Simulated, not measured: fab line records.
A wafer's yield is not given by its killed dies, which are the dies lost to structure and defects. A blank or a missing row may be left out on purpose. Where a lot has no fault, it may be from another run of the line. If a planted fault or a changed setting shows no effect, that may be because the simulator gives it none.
Matching of chambers -- flow nand_harc -- rie_si-03 running NHARC_P_GATE_ETCH_32: 4 sister chambers
The step etches the open film in HBr/Cl2, target depth 150 nm, time 100.1 s. 4 wafers are shown with their chamber, then 8 later ones without.

== WAFERS, EACH WITH ITS CHAMBER ==
wafer,chamber,drypump_motor_current_A (A)
L081.2,2,5.81
L081.3,1,6.23
L081.5,3,6.02
L086.3,0,6.02

== WAFERS WITH NO CHAMBER GIVEN ==
wafer,drypump_motor_current_A (A)
L086.4,5.99
L086.5,6.03
L088.1,5.78
L088.4,6.00
L088.5,5.99
L095.2,6.26
L095.3,6.01
L095.6,5.79

== EACH ONE'S CHAMBER ==
wafer,from the rows above,in truth
L086.4,can't be placed: 0 or 3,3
L086.5,can't be placed: 0 or 3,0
L088.1,2,2
L088.4,can't be placed: 0 or 3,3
L088.5,can't be placed: 0 or 3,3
L095.2,1,1
L095.3,can't be placed: 0 or 3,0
L095.6,2,2
Correctly placed: 3 of 8. Cannot be placed on the basis of these rows: 5; the candidates contain the true chamber in 5. 0 placed wrongly.
How it was worked out, from the rows above alone: a wafer's distance from a chamber is the root of the sum, over the readings, of the square of ((its reading less the chamber's mean) divided by the reading's scatter). The wafer belongs to the nearest chamber; if the next one is less than 2 further off, it can't be placed. For every chamber, the mean is computed from those of its wafers that are shown. The scatter (one wafer shown for each chamber): square how far every hidden wafer sits from the nearest shown wafer, average those squares and take the square root.
